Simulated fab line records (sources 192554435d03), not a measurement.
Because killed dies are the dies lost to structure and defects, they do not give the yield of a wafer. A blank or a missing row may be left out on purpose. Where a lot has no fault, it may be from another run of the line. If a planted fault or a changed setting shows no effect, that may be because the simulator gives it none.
fab line records / flow n5-finfet
record lots=3 wafers=9 last-day=17
route steps=1938 shown BEOL_M15@1796 PASS1_DEP@1831 MIM_BOT@1832 MIM_TOP@1834 PASSIVATION@1936
lots that met no fault: taken from a fault-free run of the same line
start-h: hours from the record's opening day to when the first of the lot's shown wafers began / wait-h: hours since the lot's step before / " as in the row above / L1.1+2: a single row standing in for several wafers / - no value, or no start was given / * or withheld: withheld / < > ~ a bound
route shown NAME@n: NAME is a module with steps in the file, n the number in the route of the first one / usual: mean/standard deviation of fault-free wafers / same: alike in all rows / chamber/n: place in a boat / sites: the reading at each site / _std_site: standard deviation across them / _edge_site: inner sites' mean taken away from outer sites' mean / radius-mm: for every site, how far away it sits from the centre of the wafer / mask NAME#n: copy n / behind: the last tool/chamber to shape the wafer / hold: what put the lot on hold/how long, in hours/how the hold closed / device: names the non-switching transistor (n, p or np) / end of line: the route-end tests of the same wafers / for a step that has no rows: nothing shown but its recipe / killed: dies lost to structure and defects at the first sort, not the wafer's yield / map: shows each die of a wafer: x if killed, . if not, _ if none is there
set.NAME: the setting that was run; set.NAME@STEP: the one run at that earlier step / model.NAME: the simulator's own value behind a step, which no gauge read
lots seen at some steps along the route; tables by step, rows by wafer
services: from which hour (start-h, from the record's first day; less than 0 if before it) a tool's chamber was out of use, for how many hours, and why
## steps
# step N5_BEOL_M15_COAT_60
# recipe resist=BARC temp-c=205 time-s=60 spin-rpm=1500 resist-thk-nm=89
# step N5_BEOL_M15_COAT_22
# recipe spin-rpm=1704 resist-thk-nm=800
# step N5_BEOL_M15_EBR_24
# recipe solvent=PGMEA ebr-width-mm=1.5
# step N5_BEOL_M15_SOFTBAKE_23
# recipe temp-c=130 time-s=60
# step N5_BEOL_M15_EXPOSE_25
# recipe mask-id=M15 na=0.8 source-shape=annular sigma-inner=0.5 sigma-outer=0.8 polarization=unpolarized target-cd-nm=400 dose-mj=35.5
# step N5_BEOL_M15_PEB_26
# recipe peb-temp-c=130 peb-time-s=90
# step N5_BEOL_M15_DEVELOP_27
# recipe develop-time-s=45 rinse-liquid=diw dry=air-spin dev-temp-c=21
# step N5_BEOL_M15_HARDBAKE_32
# recipe temp-c=130 time-s=120
# step N5_BEOL_M15_DESCUM_33
# recipe chemistry=O2 time-s=7.9 source-power-w=50 bias-power-w=20 pressure-mtorr=20 rf-frequency-hz=2.712e+07 temp-c=40 o2-flow-sccm=225
# step N5_BEOL_M15_ETCH_61
# recipe chemistry=N2/H2 target=BARC target-depth-a=890 overetch-a=267 time-s=67.9 ion-energy-ev=200 pressure-mtorr=30 source-w=840 bias-w=150 n2-flow-sccm=200 h2-flow-sccm=200
# usual drypump-motor-current-A=5.9/0.32 oes-product-au=0.69/0.073 rf-vpp-V=524.1/1.7 showerhead-plenum-p-Torr=2.55/0.048 throttle-valve-pct=17.84/0.3
lot.wafer=L520.1 tool=rie-diel-05 chamber=1 start-h=248.39 wait-h=0.0 drypump-motor-current-A=5.9 oes-product-au=0.73 rf-hours-counter-h=55 rf-vpp-V=524.2 showerhead-plenum-p-Torr=2.57 throttle-valve-pct=17.46
lot.wafer=L520.5 tool=rie-diel-05 chamber=1 start-h=248.39 wait-h=0.0 drypump-motor-current-A=5.9 oes-product-au=0.74 rf-hours-counter-h=- rf-vpp-V=524.7 showerhead-plenum-p-Torr=2.57 throttle-valve-pct=17.45
lot.wafer=L520.6 tool=rie-diel-05 chamber=2 start-h=248.39 wait-h=0.0 drypump-motor-current-A=5.5 oes-product-au=0.68 rf-hours-counter-h=- rf-vpp-V=524.3 showerhead-plenum-p-Torr=2.58 throttle-valve-pct=17.80
lot.wafer=L533.1 tool=rie-diel-05 chamber=2 start-h=350.28 wait-h=0.0 drypump-motor-current-A=5.5 oes-product-au=0.65 rf-hours-counter-h=113 rf-vpp-V=523.5 showerhead-plenum-p-Torr=2.56 throttle-valve-pct=17.88
lot.wafer=L533.4 tool=rie-diel-05 chamber=1 start-h=350.28 wait-h=0.0 drypump-motor-current-A=5.9 oes-product-au=0.70 rf-hours-counter-h=86 rf-vpp-V=524.3 showerhead-plenum-p-Torr=2.56 throttle-valve-pct=17.51
lot.wafer=L533.6 tool=rie-diel-05 chamber=0 start-h=350.28 wait-h=0.0 drypump-motor-current-A=6.1 oes-product-au=0.68 rf-hours-counter-h=- rf-vpp-V=524.1 showerhead-plenum-p-Torr=2.57 throttle-valve-pct=18.05
lot.wafer=L542.3 tool=rie-diel-02 chamber=1 start-h=399.26 wait-h=0.0 drypump-motor-current-A=6.4 oes-product-au=0.58 rf-hours-counter-h=244 rf-vpp-V=521.2 showerhead-plenum-p-Torr=2.50 throttle-valve-pct=18.35
lot.wafer=L542.5 tool=rie-diel-02 chamber=1 start-h=399.26 wait-h=0.0 drypump-motor-current-A=6.3 oes-product-au=0.58 rf-hours-counter-h=- rf-vpp-V=522.8 showerhead-plenum-p-Torr=2.50 throttle-valve-pct=18.34
lot.wafer=L542.6 tool=rie-diel-02 chamber=2 start-h=399.26 wait-h=0.0 drypump-motor-current-A=6.3 oes-product-au=0.70 rf-hours-counter-h=- rf-vpp-V=525.5 showerhead-plenum-p-Torr=2.57 throttle-valve-pct=17.86
# step N5_BEOL_M15_TRENCH_ETCH_34
# recipe chemistry=C4F8/O2/Ar target=SiO2 target-depth-a=8729.3 he-inner-torr=15 he-outer-torr=30 time-s=199 ion-energy-ev=800 pressure-mtorr=20 source-w=1905 bias-w=2040 Ar_flow_sccm=400 C4F8_flow_sccm=16 O2_flow_sccm=12
# step N5_BEOL_M15_STRIP_36
# recipe chemistry=O2 power-w=600 temp-c=60 pressure-mtorr=30 rf-frequency-hz=6e+07 bias-power-w=0 overash-fraction=0.3 o2-flow-sccm=225
# step N5_BEOL_M15_STRIP_62
# recipe chemistry=O2 power-w=600 temp-c=60 pressure-mtorr=30 rf-frequency-hz=6e+07 bias-power-w=0 overash-fraction=0.3 o2-flow-sccm=225
# step N5_BEOL_M15_STRIP_37
# recipe chemistry=O2 power-w=600 temp-c=60 pressure-mtorr=30 rf-frequency-hz=6e+07 bias-power-w=0 overash-fraction=0.3 o2-flow-sccm=225
# step N5_BEOL_M15_ETCH_38
# recipe chemistry=CF4/N2 target=SiCN target-depth-a=1064 taper-deg=2 time-s=120.5 ion-energy-ev=150 mask-material=SiO2 pressure-mtorr=40 source-w=430 bias-w=70 Ar_flow_sccm=100 cf4-flow-sccm=60 n2-flow-sccm=60
# step N5_BEOL_M15_PRECLEAN_39
# recipe chemistry=residue-remover time-s=60 temp-c=40
# step N5_BEOL_M15_SRD_40
# recipe time-s=30 temp-c=23 rinse-liquid=diw dry=n2-spin spin-rpm=1500 dry-time-s=30
# step N5_BEOL_M15_DEGAS_41
# recipe ambient=vacuum temp-c=300 time-s=60
# step N5_BEOL_M15_PRE_CLEAN_42
# recipe gas=H2/He time-s=30 temp-c=300
# step N5_BEOL_M15_SPUTTER_43
# recipe material=TaN target-thk-a=150 temp-c=50 bias-v=168.6 power-w=15000 chamber-pressure-pa=0.12 time-s=24.19
# step N5_BEOL_M15_SPUTTER_44
# recipe material=Ta target-thk-a=150 temp-c=50 bias-v=80 power-w=15000 chamber-pressure-pa=0.07 time-s=24.19
# step N5_BEOL_M15_SPUTTER_45
# recipe material=Cu target-thk-a=1000 temp-c=-20 bias-v=60 power-w=26000 chamber-pressure-pa=0.13 time-s=16.67
# step N5_BEOL_M15_ECD_47
# recipe material=Cu target-thk-a=18600
# step N5_BEOL_M15_ANNEAL_48
# recipe temp-c=225 time-s=90 ambient=N2
# step N5_BEOL_M15_CMP_49
# recipe stop-on=SiO2 t-overpolish-s=4.9 down-force-psi=2 platen-rpm=80 clearing-platen-down-force-psi=2 clearing-platen-rpm=80 post-cmp-clean=cu-alkaline target-thk-nm=850 clearing-platen-pad-velocity-m-s=1.5917 pad-velocity-m-s=1.5917
# step N5_BEOL_M15_PRE_CLEAN_52
# recipe gas=NH3 time-s=15 temp-c=withheld rf-power-w=300
# step N5_BEOL_M15_DEP_53
# recipe material=SiCN target-thk-a=500 temp-c=withheld precursor=3MS/NH3 pressure-torr=3 rf-w=675 time-s=17.8
# step N5_PASSIVATION_PECVD_00
# recipe material=SiO2 target-thk-a=2000 temp-c=400 precursor=SiH4/N2O pressure-torr=2.7 rf-w=608 time-s=11.2
# step N5_MIM_BOT_DEGAS_01
# recipe ambient=vacuum temp-c=300 time-s=60
# step N5_MIM_BOT_SPUTTER_00
# recipe material=TiN target-thk-a=350 temp-c=200 power-w=3000 chamber-pressure-pa=0.49996 gas=Ar reactive-partial-pa=0.37997 time-s=89.7
# step N5_MIM_TOP_ALD_00
# recipe material=Al2O3 target-thk-a=* temp-c=withheld ald-precursor-family=TMA ald-co-reactant=O3 pulse-time-s=withheld purge-time-s=3 co-reactant-purge-time-s=withheld co-reactant-pulse-time-s=3 ald-cycles=withheld
# step N5_MIM_TOP_ALD_01
# recipe material=HfO2 target-thk-a=56 temp-c=withheld ald-precursor-family=Hf-amide ald-co-reactant=O3 pulse-time-s=1 purge-time-s=3 co-reactant-purge-time-s=2 co-reactant-pulse-time-s=3 ald-cycles=62
# step N5_MIM_TOP_ALD_02
# recipe material=Al2O3 target-thk-a=* temp-c=withheld ald-precursor-family=TMA ald-co-reactant=O3 pulse-time-s=withheld purge-time-s=3 co-reactant-purge-time-s=withheld co-reactant-pulse-time-s=3 ald-cycles=withheld
# step N5_MIM_TOP_DEGAS_04
# recipe ambient=vacuum temp-c=300 time-s=60
# step N5_PASSIVATION_PROBE_49
# usual defect-limited-yield=91.4/1.6 killed_at_M0_to_M3=34/12 killed_at_M4_up=13/5.2 killed-at-contacts=11/5.5 killed-at-front-end=40/13 killed-at-other=3.4/2.7 killed-dies=102/19 killed-on-rim=13/4.3 killed-open=66/15 killed-short=33/7.9 sort_bin_5_function=5.1/1.1 sort_bin_6_memory=3.2/0.7 sort-n-pass=1078/19 sort-yield-pct=91.4/1.6
# same gross-dies=1180 killed-at-back-side=0 sort_bin_4_leakage[%]=0 sort_bin_8_speed[%]=0
lot.wafer=L533.4 tool=prober-01 chamber=- start-h=370.10 wait-h=0.3 defect-limited-yield[%]=88.7 killed_at_M0_to_M3=20 killed_at_M4_up=68 killed-at-contacts=6 killed-at-front-end=31 killed-at-other=8 killed-dies=133 killed-on-rim=27 killed-open=44 killed-short=26 sort_bin_5_function[%]=7.0 sort_bin_6_memory[%]=3.3 sort-n-pass=1047 sort-yield-pct[%]=88.7
# killed by level:class
L533.4 BEOL_M15:unspecified=60 FIN_SAQP:geometric-particle:short=8 FIN_SAQP:geometric-particle:open=7 BEOL_M3:geometric-particle:open=6 BEOL_M4:geometric-particle:open=6 GATE_CUT:geometric-particle:open=5 MOL_CONTACT_COAG:geometric-particle:open=5 GATE_CUT:geometric-particle:short=4
# map L533.4 (x killed, . not)
_________________xx..x.xx....________________
______________xxxx.x......x.x..._____________
___________xxxxxxxxx............x..__________
__________xxxxxxxxx.....x..........._________
________xxxxxxxxxxx.........x....x...._______
_______..xxxxxxx.xx.x........x..x......______
______x.x.xxxxx.x.........x.......x...x._____
_____....xxxxxxx...x................x....____
____............x.........................___
___.......x.x..............................__
___..........x.............................__
__...x...............x......................_
__.x...............x....................x..._
_...........x...xx......................x....
_...................x.....x...........xx.....
_x.............................xx...........x
_.............................xx.............
_..............................x.............
_........x..........x...x....................
_...........x..x........x....................
_............................................
__.................x........................_
__....................x............x..x....._
___........x....x..............x...........__
___x..................x....................__
____...............................x.x....___
_____.......................x...x...x....____
______x..x.x.......x..................x._____
_______........................x.......______
________.............................._______
__________..........x..............._________
___________......x.x...xx..........__________
______________..........x......._____________
_________________............________________
# map L520.1 (x killed, . not)
_________________...xx......x________________
______________.xxx........x..x.._____________
___________.x......x.............x.__________
__________...x...........x.........._________
________x..........x.x............x..._______
_______..x...........xxx..........x....______
______...........................x....x._____
_____.....................x..............____
____.x..x....x......x.........x...........___
___..................x....x.....x...x......__
___....x.............................x.....__
__.x........................................_
__........................x.x..........x...._
_............x...x......x....x.....x.........
_x..x..............x.........x...............
_.........................................x..
_................x............x...x...xx..xx.
_...xx....x..........x................x.x....
_........x...x......................x..x....x
_.................xx........x...............x
_..x.........x.............x.......x...x..x..
__...x......................................_
__.........x....................x..........x_
___.........x.....x.............x.....x....__
___.........xx...x............x............__
____.x..xx.x........x.....................___
_____.........x..........................____
______x......x.............x....x......._____
_______x.x.....x.......x......x........______
________.x............................_______
__________.......................x.._________
___________...................x..x.__________
______________.x................_____________
_________________............________________
## services
tool=rie-diel-02 chamber=- start-h=275.29 hours=0.6 kind=repair
tool=rie-diel-05 chamber=3 start-h=281.88 hours=- kind=clean
tool=rie-diel-05 chamber=3 start-h=281.88 hours=- kind=consumable-replace:focus-ring
tool=rie-diel-05 chamber=3 start-h=281.88 hours=15.8 kind=scheduled-down
tool=rie-diel-05 chamber=3 start-h=281.88 hours=15.8 kind=vent-cycle
tool=rie-diel-02 chamber=- start-h=303.01 hours=0.5 kind=repair
tool=rie-diel-02 chamber=2 start-h=361.69 hours=4.1 kind=repair
tool=rie-diel-05 chamber=- start-h=374.94 hours=0.4 kind=repair
tool=rie-diel-02 chamber=3 start-h=376.49 hours=1.6 kind=repair
tool=rie-diel-05 chamber=- start-h=385.19 hours=14.6 kind=pm
tool=rie-diel-02 chamber=3 start-h=395.22 hours=12.3 kind=repair
## key
first-sign step=N5_PASSIVATION_PROBE_49 reading=killed_at_M4_up direction=up sigmas=11 usual=13 struck=68
effect step=N5_PASSIVATION_PROBE_49 reading=killed-on-rim direction=up sigmas=3.2 usual=13 struck=27
more-kills-born-at N5_BEOL_M15_ETCH_61@rie-diel-05=60
met-at N5_BEOL_M15_ETCH_61
struck-wafers L533.4
onset-between 248.39 350.28
fault kind=chamber-particle-source tool=rie-diel-05 chamber=1 onset-h=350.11 steps=N5_BEOL_M15_ETCH_61 rate-per-visit-cm2=0.55625 end-h=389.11
